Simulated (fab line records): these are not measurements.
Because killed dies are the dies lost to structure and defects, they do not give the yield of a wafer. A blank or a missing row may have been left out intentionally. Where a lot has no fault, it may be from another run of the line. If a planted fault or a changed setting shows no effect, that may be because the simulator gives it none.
fab line records -- flow nand-harc -- part 1 of 2: steps 1 to 4 of 6
[record] lots = 24, wafers = 72, last-day = 33
route steps=1302 shown A_STAIRCASE@667
lots that met no fault: taken from a fault-free run of the same line
start-h: start of the lot's first displayed wafer, in hours after the record's first day -- wait-h: hours from the lot's prior step to this one -- " unchanged from the row above -- L1.1+2: a single row standing in for several wafers -- - either no value or no given start -- * or withheld: withheld -- < > ~ a bound
route shown NAME@n: a module of which the file shows steps, and the number in the route of the first -- usual: mean/standard deviation of fault-free wafers -- same: alike in all rows -- chamber/n: place in a boat -- sites: each site's reading -- _std_site: how widely they spread, as a standard deviation -- _edge_site: mean of outer sites minus mean of inner sites -- radius-mm: for every site, how far away it sits from the centre of the wafer -- mask NAME#n: copy n -- behind: the tool/chamber that last shaped the wafer -- hold: why the lot went on hold/how many hours it stayed there/how the hold came to an end -- device: the transistor (n, p or np) that didn't switch -- end of line: the tests these same wafers got at the end of their route -- for a step that has no rows: nothing shown but its recipe -- killed: dies that structure and defects cost at the first sort, which is not the same as the wafer's yield -- map: a wafer's dies, x killed, . not, _ none there
set.NAME: the run value of the setting; set.NAME@STEP: its run value at that earlier step -- model.NAME: the simulator's own value behind a step, which no gauge read
the route's steps for a sample of lots (tables are steps, rows are wafers)
services: a tool's chamber out of use, with start hour (start-h, from the record's first day; less than 0 if before it), hours out, and reason
[[steps]]
[step NHARC_A_STAIRCASE_DESCUM_11]
[recipe] time-s = 3, o2-flow-sccm = 200, ar-flow-sccm = 0, bias-power-w = 0, chemistry = O2
[usual] drypump-motor-current-A = 5.7/0.49, oes-product-au = 1.002/0.0084, rf-vpp-V = 57.9/0.95, showerhead-plenum-p-Torr = 1.90/0.071, throttle-valve-pct = 11.311/0.0088
lot.wafer,tool,chamber,start-h,wait-h,drypump-motor-current-A,oes-product-au,rf-hours-counter-h,rf-vpp-V,showerhead-plenum-p-Torr,throttle-valve-pct
L074.3,rie-diel-07,1,353.88,-,5.7,0.995,16,58.7,1.92,11.310
L074.1,rie-diel-07,2,353.88,-,6.7,1.020,21,57.6,1.95,11.323
L074.4,rie-diel-07,3,353.88,-,5.3,0.999,24,58.6,1.95,11.305
L075.4,rie-diel-01,3,372.79,-,5.2,1.008,49,58.9,2.00,11.319
L075.3,rie-diel-01,0,372.79,-,5.7,1.004,51,58.7,1.86,11.305
L075.6,rie-diel-01,1,372.79,-,5.1,1.010,-,58.6,1.77,11.302
L077.2,rie-diel-04,0,373.07,-,5.5,1.011,2,58.9,1.87,11.311
L077.1,rie-diel-04,1,373.07,-,5.7,0.998,1,57.3,1.91,11.299
L077.5,rie-diel-04,0,373.07,-,5.5,0.993,-,58.2,1.87,11.316
L076.3,rie-diel-04,0,378.61,-,5.5,1.009,3,57.3,1.87,11.312
L076.1,rie-diel-04,2,378.61,-,5.3,1.002,2,59.6,1.83,11.302
L076.2,rie-diel-04,3,378.61,-,6.2,1.001,3,58.6,1.80,11.319
L079.2,rie-diel-07,3,394.21,-,5.3,0.998,34,58.6,1.95,11.324
L079.3,rie-diel-07,1,394.21,-,5.7,0.999,28,57.9,1.92,11.300
L079.5,rie-diel-07,3,394.21,-,5.4,1.007,-,57.6,1.95,11.309
L078.2,rie-diel-04,1,394.37,-,5.7,1.001,7,57.0,1.91,11.311
L078.3,rie-diel-04,2,394.37,-,5.3,0.981,7,56.1,1.83,11.297
L078.6,rie-diel-04,1,394.37,-,5.7,0.995,-,59.0,1.91,11.319
L080.3,rie-diel-04,2,406.32,-,5.3,1.000,16,57.7,1.83,11.310
L080.1,rie-diel-04,3,406.32,-,6.2,1.005,16,57.2,1.80,11.326
L080.6,rie-diel-04,1,406.32,-,5.7,0.998,-,59.3,1.91,11.307
L081.3,rie-diel-01,1,413.78,-,5.1,1.004,9,57.4,2.07,11.315
L081.1,rie-diel-01,2,413.78,-,5.1,0.993,11,57.0,1.92,11.321
L081.5,rie-diel-01,0,413.78,-,5.7,1.000,-,56.5,1.85,11.281
L083.2,rie-diel-07,0,450.72,-,6.2,1.011,46,58.0,1.86,11.319
L083.4,rie-diel-07,2,450.72,-,6.7,1.008,46,57.5,1.94,11.316
L083.5,rie-diel-07,3,450.72,-,5.4,0.996,-,57.6,1.94,11.313
L082.1,rie-diel-04,0,457.86,-,5.5,1.010,28,58.8,1.86,11.294
L082.4,rie-diel-04,2,457.86,-,5.3,1.008,31,56.8,1.83,11.310
L082.5,rie-diel-04,0,457.86,-,5.5,1.020,-,59.1,1.86,11.306
L085.3,rie-diel-04,0,464.15,-,5.5,1.002,29,58.7,1.86,11.306
L085.4,rie-diel-04,1,464.15,-,5.7,1.006,30,57.9,1.90,11.309
L085.2,rie-diel-04,2,464.15,-,5.3,1.002,32,58.9,1.83,11.300
L084.3,rie-diel-01,3,464.51,-,5.1,1.010,29,56.2,1.99,11.318
L084.1,rie-diel-01,0,464.51,-,5.7,1.005,29,56.9,1.85,11.300
L084.4,rie-diel-01,1,464.51,-,5.1,0.994,22,59.6,2.07,11.328
L088.3,rie-diel-01,2,488.24,-,5.1,0.987,36,59.3,1.92,11.305
L088.1,rie-diel-01,3,488.24,-,5.2,1.004,42,58.7,1.98,11.302
L088.5,rie-diel-01,3,488.24,-,5.1,1.004,-,57.6,1.98,11.311
L086.1,rie-diel-07,2,488.76,-,6.6,1.019,3,58.9,1.94,11.315
L086.4,rie-diel-07,0,488.76,-,6.3,1.014,6,57.4,1.85,11.307
L086.5,rie-diel-07,2,488.76,-,6.7,1.026,-,59.1,1.94,11.310
L089.2,rie-diel-01,3,502.60,-,5.1,1.008,45,59.0,1.98,11.293
L089.6,rie-diel-01,0,502.60,-,5.7,0.999,-,57.9,1.84,11.306
L089.5,rie-diel-01,1,502.60,-,5.0,0.990,-,58.1,2.07,11.320
L087.3,rie-diel-01,0,515.14,-,5.7,1.002,46,58.2,1.84,11.305
L087.2,rie-diel-01,1,515.14,-,5.1,1.005,30,58.2,2.07,11.301
L087.1,rie-diel-01,3,515.14,-,5.1,1.008,48,57.7,1.98,11.304
L090.1,rie-diel-04,2,520.73,-,5.3,0.995,49,58.0,1.82,11.318
L090.5,rie-diel-04,3,520.73,-,6.2,0.989,-,57.2,1.79,11.297
L090.4,rie-diel-04,1,520.73,-,5.7,0.994,-,58.4,1.90,11.314
L091.2,rie-diel-07,2,521.08,-,6.6,1.006,10,59.0,1.94,11.304
L091.6,rie-diel-07,0,521.08,-,6.3,1.016,-,56.9,1.85,11.304
L091.5,rie-diel-07,1,521.08,-,5.7,0.993,-,57.6,1.91,11.315
L092.3,rie-diel-07,3,543.26,-,5.3,1.000,25,57.4,1.93,11.311
L092.5,rie-diel-07,1,543.26,-,5.7,0.993,-,57.6,1.91,11.307
L092.6,rie-diel-07,2,543.26,-,6.7,1.016,-,57.4,1.93,11.304
L094.2,rie-diel-07,2,569.24,-,6.7,1.020,27,57.3,1.93,11.303
L094.3,rie-diel-07,3,569.24,-,5.4,0.998,35,57.9,1.93,11.317
L094.1,rie-diel-07,0,569.24,-,6.2,1.009,36,56.6,1.84,11.325
L096.4,rie-diel-01,3,569.57,-,5.1,1.012,0,57.8,1.98,11.320
L096.2,rie-diel-01,0,569.57,-,5.7,0.996,0,57.0,1.84,11.309
L096.5,rie-diel-01,3,569.57,-,5.1,1.012,-,58.2,1.98,11.321
L093.3,rie-diel-07,1,569.89,-,5.7,1.001,28,59.8,1.90,11.306
L093.1,rie-diel-07,2,569.89,-,6.7,1.012,28,55.7,1.93,11.310
L093.2,rie-diel-07,0,569.89,-,6.3,0.998,36,57.5,1.85,11.324
L095.4,rie-diel-01,0,573.58,-,5.7,1.002,1,57.4,1.84,11.312
L095.2,rie-diel-01,1,573.58,-,5.1,1.008,1,60.2,2.06,11.317
L095.5,rie-diel-01,0,573.58,-,5.7,0.994,-,58.1,1.84,11.315
L097.1,rie-diel-04,1,581.75,-,5.7,1.004,8,58.7,1.89,11.323
L097.5,rie-diel-04,2,581.75,-,5.3,0.995,-,57.5,1.82,11.297
L097.6,rie-diel-04,3,581.75,-,6.2,0.989,-,56.4,1.78,11.308
[step NHARC_A_STAIRCASE_TRIM_193]
[recipe] time-s = 211.2, o2-flow-sccm = 500, ar-flow-sccm = 0, bias-w = 0, chemistry = O2
[usual] drypump-motor-current-A = 5.7/0.51, oes-product-au = 1.001/0.008, rf-vpp-V = 57.5/0.97, showerhead-plenum-p-Torr = 3.51/0.13, throttle-valve-pct = 17.037/0.0089
lot.wafer,tool,chamber,start-h,wait-h,drypump-motor-current-A,oes-product-au,rf-hours-counter-h,rf-vpp-V,showerhead-plenum-p-Torr,throttle-valve-pct
L074.4,rie-diel-07,3,-,-,5.4,0.997,25,56.7,3.60,17.043
L074.1,rie-diel-07,0,-,-,6.3,1.005,20,56.7,3.45,17.038
L074.3,rie-diel-07,2,-,-,6.7,0.999,22,57.7,3.59,17.043
L075.4,rie-diel-01,0,-,-,5.7,0.996,53,56.4,3.43,17.041
L075.3,rie-diel-01,1,-,-,5.1,1.009,52,56.1,3.27,17.046
L075.6,rie-diel-01,0,-,-,5.7,1.004,-,57.6,3.43,17.042
L077.2,rie-diel-04,0,-,-,5.5,0.994,3,57.1,3.45,17.044
L077.1,rie-diel-04,1,-,-,5.7,1.001,2,57.9,3.53,17.051
L077.5,rie-diel-04,3,-,-,6.2,0.990,-,56.2,3.34,17.034
L076.2,rie-diel-07,2,-,-,6.7,1.009,26,58.4,3.59,17.033
L076.3,rie-diel-07,3,-,-,5.4,1.006,30,58.5,3.59,17.042
L076.1,rie-diel-07,0,-,-,6.3,1.000,26,56.3,3.45,17.043
L079.2,rie-diel-01,3,-,-,5.1,1.004,3,55.8,3.67,17.041
L079.3,rie-diel-01,1,-,-,5.1,0.998,3,57.3,3.81,17.035
L079.5,rie-diel-01,0,-,-,5.8,0.995,-,58.6,3.43,17.035
L078.3,rie-diel-07,1,-,-,5.7,1.000,31,57.4,3.54,17.035
L078.2,rie-diel-07,2,-,-,6.7,1.012,36,57.5,3.58,17.026
L078.6,rie-diel-07,1,-,-,5.7,1.009,-,58.2,3.54,17.027
L080.3,rie-diel-07,3,-,-,5.4,1.003,44,57.9,3.59,17.052
L080.1,rie-diel-07,1,-,-,5.7,1.011,33,56.6,3.54,17.032
L080.6,rie-diel-07,3,-,-,5.3,1.001,-,58.0,3.59,17.021
L081.1,rie-diel-01,2,-,-,5.1,0.993,12,57.2,3.55,17.031
L081.3,rie-diel-01,3,-,-,5.1,1.012,14,58.3,3.67,17.034
L081.5,rie-diel-01,1,-,-,5.1,0.995,-,57.9,3.80,17.042
L083.2,rie-diel-04,1,-,-,5.7,0.992,28,56.8,3.51,17.055
L083.4,rie-diel-04,3,-,-,6.2,0.996,28,56.0,3.32,17.040
L083.5,rie-diel-04,1,-,-,5.7,0.989,-,58.0,3.51,17.035
L082.1,rie-diel-01,1,-,-,5.1,0.987,22,59.2,3.80,17.033
L082.4,rie-diel-01,3,-,-,5.1,0.999,29,56.6,3.66,17.045
L082.5,rie-diel-01,2,-,-,5.1,0.998,-,56.7,3.54,17.044
L084.4,rie-diel-01,1,-,-,5.1,0.989,24,59.1,3.79,17.036
L084.1,rie-diel-01,3,-,-,5.1,1.001,31,58.5,3.66,17.040
L084.3,rie-diel-01,0,-,-,5.7,0.983,31,58.0,3.41,17.043
L085.4,rie-diel-07,3,-,-,5.3,1.004,58,57.4,3.58,17.047
L085.3,rie-diel-07,0,-,-,6.3,1.014,51,56.0,3.43,17.044
L085.2,rie-diel-07,2,-,-,6.7,1.007,53,57.5,3.57,17.036
L088.3,rie-diel-01,2,-,-,5.1,0.999,38,58.0,3.53,17.033
L088.1,rie-diel-01,3,-,-,5.1,1.004,44,58.3,3.65,17.042
L088.5,rie-diel-01,1,-,-,5.1,0.984,-,57.6,3.79,17.036
L086.1,rie-diel-01,3,-,-,5.1,1.000,44,57.7,3.65,17.029
L086.5,rie-diel-01,2,-,-,5.1,0.996,-,57.1,3.53,17.049
L086.4,rie-diel-01,3,-,-,5.1,1.004,-,58.1,3.65,17.047
L089.2,rie-diel-04,1,-,-,5.7,1.010,41,55.9,3.51,17.042
L089.5,rie-diel-04,2,-,-,5.3,1.006,-,56.9,3.37,17.050
L089.6,rie-diel-04,3,-,-,6.2,1.015,-,56.9,3.32,17.035
L087.2,rie-diel-04,3,-,-,6.2,0.998,47,56.6,3.31,17.025
L087.3,rie-diel-04,0,-,-,5.5,1.000,45,56.8,3.43,17.039
L087.1,rie-diel-04,1,-,-,5.7,1.011,45,57.1,3.50,17.035
L091.2,rie-diel-07,3,-,-,5.3,1.002,16,59.1,3.57,17.040
L091.6,rie-diel-07,2,-,-,6.7,1.009,-,58.8,3.57,17.032
L091.5,rie-diel-07,3,-,-,5.4,1.000,-,57.6,3.57,17.044
L090.1,rie-diel-04,3,-,-,6.2,0.998,50,57.9,3.31,17.018
L090.4,rie-diel-04,2,-,-,5.3,0.996,-,56.5,3.37,17.040
L090.5,rie-diel-04,1,-,-,5.7,1.004,-,57.8,3.50,17.026
L092.3,rie-diel-04,0,-,-,5.5,1.010,1,57.8,3.42,17.047
L092.6,rie-diel-04,3,-,-,6.2,0.992,-,55.8,3.31,17.052
L092.5,rie-diel-04,0,-,-,5.5,1.003,-,56.6,3.42,17.036
L094.1,rie-diel-04,3,-,-,6.2,0.993,4,56.0,3.31,17.030
L094.3,rie-diel-04,0,-,-,5.6,1.011,4,57.2,3.42,17.032
L094.2,rie-diel-04,2,-,-,5.3,0.989,5,56.4,3.36,17.037
L096.4,rie-diel-07,0,-,-,6.3,1.003,37,57.6,3.41,17.031
L096.2,rie-diel-07,3,-,-,5.4,1.008,37,59.3,3.56,17.030
L096.5,rie-diel-07,1,-,-,5.7,0.996,-,58.2,3.51,17.053
L093.2,rie-diel-01,3,-,-,5.2,0.999,2,58.1,3.63,17.025
L093.3,rie-diel-01,0,-,-,5.7,0.989,2,57.9,3.39,17.046
L093.1,rie-diel-01,1,-,-,5.1,1.000,1,58.5,3.78,17.037
L095.4,rie-diel-07,2,-,-,6.7,1.008,31,58.1,3.56,17.050
L095.2,rie-diel-07,0,-,-,6.3,0.996,39,58.6,3.41,17.024
L095.5,rie-diel-07,3,-,-,5.3,0.993,-,59.5,3.56,17.040
L097.1,rie-diel-04,1,-,-,5.7,1.010,9,57.6,3.50,17.050
L097.5,rie-diel-04,3,-,-,6.2,1.005,-,57.3,3.31,17.037
L097.6,rie-diel-04,0,-,-,5.5,1.004,-,57.1,3.42,17.042
[step NHARC_A_STAIRCASE_ETCH_199]
[recipe] target-depth-a = 1000, time-s = 40.5, ion-energy-ev = 400, c4f8-flow-sccm = 20, o2-flow-sccm = 10, ar-flow-sccm = withheld, rf-w = 600, bias-w = 1000, chemistry = C4F8/O2
[usual] oes-product-au = 0.950/0.01, rf-vpp-V = 895/4.6
lot.wafer,tool,chamber,start-h,wait-h,oes-product-au,rf-hours-counter-h,rf-vpp-V
L074.3,rie-diel-01,1,-,-,0.949,46,886
L074.1,rie-diel-01,3,-,-,0.945,46,904
L074.4,rie-diel-01,3,-,-,0.958,-,901
L075.3,rie-diel-07,0,-,-,0.949,24,891
L075.4,rie-diel-07,2,-,-,0.943,25,898
L075.6,rie-diel-07,0,-,-,0.957,-,893
L077.2,rie-diel-01,2,-,-,0.950,49,897
L077.1,rie-diel-01,0,-,-,0.963,53,892
L077.5,rie-diel-01,1,-,-,0.988,-,887
L076.3,rie-diel-04,3,-,-,0.948,5,889
L076.2,rie-diel-04,1,-,-,0.963,3,896
L076.1,rie-diel-04,2,-,-,0.962,4,892
L079.2,rie-diel-07,2,-,-,0.938,35,896
L079.3,rie-diel-07,0,-,-,0.970,35,893
L079.5,rie-diel-07,1,-,-,0.940,-,897
L078.2,rie-diel-07,3,-,-,0.939,41,900
L078.3,rie-diel-07,1,-,-,0.942,32,896
L078.6,rie-diel-07,3,-,-,0.946,-,898
L080.1,rie-diel-07,1,-,-,0.931,33,897
L080.3,rie-diel-07,3,-,-,0.942,44,898
L080.6,rie-diel-07,1,-,-,0.934,-,896
L081.1,rie-diel-07,2,-,-,0.983,41,898
L081.3,rie-diel-07,3,-,-,0.972,46,896
L081.5,rie-diel-07,2,-,-,0.973,-,899
L083.2,rie-diel-04,3,-,-,0.951,28,888
L083.4,rie-diel-04,0,-,-,0.954,28,892
L083.5,rie-diel-04,1,-,-,0.955,-,896
L082.4,rie-diel-01,1,-,-,0.942,22,907
L082.1,rie-diel-01,2,-,-,0.942,23,898
L082.5,rie-diel-01,0,-,-,0.937,-,892
L084.3,rie-diel-01,2,-,-,0.941,25,896
L084.4,rie-diel-01,0,-,-,0.934,31,891
L084.1,rie-diel-01,1,-,-,0.949,24,907
L085.3,rie-diel-04,3,-,-,0.949,32,888
L085.2,rie-diel-04,0,-,-,0.954,31,892
L085.4,rie-diel-04,2,-,-,0.960,34,889
L088.1,rie-diel-07,0,-,-,0.958,7,892
L088.3,rie-diel-07,1,-,-,0.952,4,896
L088.5,rie-diel-07,0,-,-,0.957,-,893
L086.1,rie-diel-04,2,-,-,0.956,43,889
L086.4,rie-diel-04,3,-,-,0.972,41,889
L086.5,rie-diel-04,2,-,-,0.956,-,889
L089.2,rie-diel-07,2,-,-,0.955,7,897
L089.6,rie-diel-07,2,-,-,0.962,-,896
L089.5,rie-diel-07,3,-,-,0.942,-,898
L087.2,rie-diel-07,0,-,-,0.956,14,893
L087.3,rie-diel-07,2,-,-,0.958,10,898
L087.1,rie-diel-07,3,-,-,0.961,14,898
L091.2,rie-diel-07,1,-,-,0.941,12,896
L091.6,rie-diel-07,3,-,-,0.954,-,897
L091.5,rie-diel-07,0,-,-,0.960,-,893
L090.4,rie-diel-01,0,-,-,0.944,50,893
L090.1,rie-diel-01,3,-,-,0.961,52,901
L090.5,rie-diel-01,0,-,-,0.953,-,891
L092.3,rie-diel-01,2,-,-,0.964,54,895
L092.6,rie-diel-01,0,-,-,0.955,-,892
L092.5,rie-diel-01,1,-,-,0.946,-,905
L094.1,rie-diel-04,2,-,-,0.943,6,889
L094.3,rie-diel-04,3,-,-,0.945,5,887
L094.2,rie-diel-04,0,-,-,0.942,5,892
L096.2,rie-diel-04,0,-,-,0.950,5,891
L096.4,rie-diel-04,1,-,-,0.947,6,893
L096.5,rie-diel-04,0,-,-,0.953,-,892
L093.1,rie-diel-01,0,-,-,0.944,2,891
L093.3,rie-diel-01,1,-,-,0.939,2,905
L093.2,rie-diel-01,2,-,-,0.939,2,897
L095.2,rie-diel-07,1,-,-,0.948,32,896
L095.4,rie-diel-07,3,-,-,0.948,39,897
L095.5,rie-diel-07,1,-,-,0.950,-,896
L097.1,rie-diel-07,2,-,-,0.949,32,897
L097.5,rie-diel-07,2,-,-,0.952,-,898
L097.6,rie-diel-07,3,-,-,0.962,-,899
[step NHARC_A_STAIRCASE_TRIM_200]
[recipe] time-s = 211.2, o2-flow-sccm = 500, ar-flow-sccm = 0, bias-w = 0, chemistry = O2
[usual] drypump-motor-current-A = 5.7/0.51, oes-product-au = 1.002/0.0087, rf-vpp-V = 57.7/0.87, showerhead-plenum-p-Torr = 3.50/0.11, throttle-valve-pct = 17.035/0.0092
lot.wafer,tool,chamber,start-h,wait-h,drypump-motor-current-A,oes-product-au,rf-hours-counter-h,rf-vpp-V,showerhead-plenum-p-Torr,throttle-valve-pct
L074.1,rie-diel-01,0,-,-,5.7,1.004,48,57.4,3.43,17.049
L074.3,rie-diel-01,1,-,-,5.1,1.005,46,57.0,3.28,17.047
L074.4,rie-diel-01,3,-,-,5.1,1.007,-,57.4,3.68,17.046
L075.3,rie-diel-07,3,-,-,5.4,0.998,28,59.5,3.59,17.024
L075.4,rie-diel-07,1,-,-,5.7,1.004,21,57.6,3.54,17.026
L075.6,rie-diel-07,2,-,-,6.7,1.001,-,57.8,3.59,17.042
L077.1,rie-diel-01,0,-,-,5.7,0.999,53,57.6,3.43,17.045
L077.2,rie-diel-01,3,-,-,5.1,1.016,50,56.9,3.67,17.040
L077.5,rie-diel-01,1,-,-,5.1,1.011,-,58.0,3.27,17.034
L076.2,rie-diel-04,2,-,-,5.3,0.998,4,57.1,3.39,17.048
L076.1,rie-diel-04,3,-,-,6.2,0.998,5,58.1,3.34,17.043
L076.3,rie-diel-04,0,-,-,5.5,1.005,5,57.3,3.45,17.052
L079.2,rie-diel-07,1,-,-,5.7,0.998,31,58.0,3.54,17.027
L079.3,rie-diel-07,3,-,-,5.4,0.995,39,57.5,3.59,17.029
L079.5,rie-diel-07,2,-,-,6.7,1.014,-,59.7,3.58,17.038
L078.2,rie-diel-07,3,-,-,5.3,1.011,41,58.7,3.59,17.029
L078.3,rie-diel-07,0,-,-,6.3,1.011,37,57.8,3.44,17.035
L078.6,rie-diel-07,1,-,-,5.7,1.002,-,55.7,3.54,17.050
L080.3,rie-diel-07,1,-,-,5.7,1.008,34,59.1,3.54,17.042
L080.1,rie-diel-07,2,-,-,6.6,1.016,39,58.6,3.58,17.041
L080.6,rie-diel-07,1,-,-,5.7,1.009,-,57.4,3.54,17.035
L081.3,rie-diel-07,0,-,-,6.3,0.990,42,57.4,3.44,17.026
L081.1,rie-diel-07,1,-,-,5.7,0.998,35,56.0,3.54,17.013
L081.5,rie-diel-07,0,-,-,6.3,1.006,-,58.2,3.44,17.049
L083.4,rie-diel-04,0,-,-,5.5,1.008,28,57.2,3.43,17.038
L083.2,rie-diel-04,3,-,-,6.2,0.994,28,57.9,3.32,17.026
L083.5,rie-diel-04,1,-,-,5.7,1.002,-,58.0,3.51,17.034
L082.1,rie-diel-01,2,-,-,5.1,1.002,23,58.4,3.54,17.039
L082.4,rie-diel-01,0,-,-,5.7,0.985,29,57.4,3.41,17.030
L082.5,rie-diel-01,2,-,-,5.1,0.996,-,58.2,3.54,17.027
L084.3,rie-diel-01,1,-,-,5.1,0.984,24,58.0,3.79,17.043
L084.4,rie-diel-01,3,-,-,5.1,1.012,31,58.0,3.66,17.021
L084.1,rie-diel-01,0,-,-,5.7,0.991,31,58.0,3.41,17.033
L085.3,rie-diel-04,3,-,-,6.2,1.015,32,57.1,3.32,17.042
L085.2,rie-diel-04,1,-,-,5.7,1.010,32,58.1,3.51,17.040
L085.4,rie-diel-04,2,-,-,5.3,1.000,34,56.7,3.38,17.050
L088.1,rie-diel-07,0,-,-,6.3,1.002,7,57.0,3.43,17.042
L088.3,rie-diel-07,1,-,-,5.7,1.004,4,57.6,3.53,17.033
L088.5,rie-diel-07,0,-,-,6.3,0.999,-,58.3,3.43,17.033
L086.4,rie-diel-04,0,-,-,5.5,0.998,39,57.6,3.43,17.037
L086.1,rie-diel-04,2,-,-,5.3,0.996,43,57.0,3.37,17.048
L086.5,rie-diel-04,0,-,-,5.5,0.997,-,56.8,3.43,17.041
L089.2,rie-diel-07,2,-,-,6.6,1.012,7,58.2,3.57,17.022
L089.5,rie-diel-07,1,-,-,5.7,0.998,-,58.3,3.52,17.022
L089.6,rie-diel-07,2,-,-,6.7,1.007,-,58.0,3.57,17.037
L087.3,rie-diel-07,2,-,-,6.7,1.007,10,59.4,3.57,17.044
L087.2,rie-diel-07,3,-,-,5.4,1.003,14,57.8,3.57,17.037
L087.1,rie-diel-07,0,-,-,6.3,1.014,14,57.5,3.42,17.018
L091.2,rie-diel-07,2,-,-,6.7,0.997,12,60.1,3.57,17.041
L091.5,rie-diel-07,3,-,-,5.4,0.994,-,59.0,3.57,17.024
L091.6,rie-diel-07,0,-,-,6.3,1.001,-,57.8,3.42,17.033
L090.1,rie-diel-01,3,-,-,5.1,1.012,52,59.3,3.64,17.035
L090.4,rie-diel-01,2,-,-,5.1,0.990,42,57.0,3.53,17.031
L090.5,rie-diel-01,0,-,-,5.7,0.983,-,58.3,3.40,17.034
L092.3,rie-diel-01,0,-,-,5.7,0.982,58,57.5,3.40,17.014
L092.6,rie-diel-01,3,-,-,5.1,1.001,-,57.0,3.64,17.045
L092.5,rie-diel-01,0,-,-,5.7,0.987,-,56.0,3.40,17.041
L094.3,rie-diel-04,2,-,-,5.3,0.996,6,56.8,3.36,17.026
L094.2,rie-diel-04,3,-,-,6.2,1.011,5,59.1,3.31,17.034
L094.1,rie-diel-04,0,-,-,5.5,1.016,5,57.7,3.42,17.029
L096.2,rie-diel-04,3,-,-,6.2,0.995,5,57.8,3.31,17.026
L096.4,rie-diel-04,1,-,-,5.7,1.005,6,57.7,3.50,17.032
L096.5,rie-diel-04,2,-,-,5.3,0.993,-,56.6,3.36,17.023
L093.3,rie-diel-01,3,-,-,5.2,1.003,2,58.8,3.63,17.041
L093.1,rie-diel-01,0,-,-,5.7,0.993,2,56.5,3.39,17.034
L093.2,rie-diel-01,1,-,-,5.1,0.990,2,58.6,3.78,17.034
L095.4,rie-diel-07,0,-,-,6.3,0.992,39,58.5,3.41,17.039
L095.2,rie-diel-07,2,-,-,6.7,1.007,31,56.9,3.56,17.025
L095.5,rie-diel-07,0,-,-,6.3,1.002,-,56.1,3.41,17.032
L097.1,rie-diel-07,3,-,-,5.3,0.998,40,57.4,3.55,17.026
L097.6,rie-diel-07,3,-,-,5.4,0.997,-,58.4,3.55,17.013
L097.5,rie-diel-07,0,-,-,6.3,1.010,-,56.5,3.41,17.035
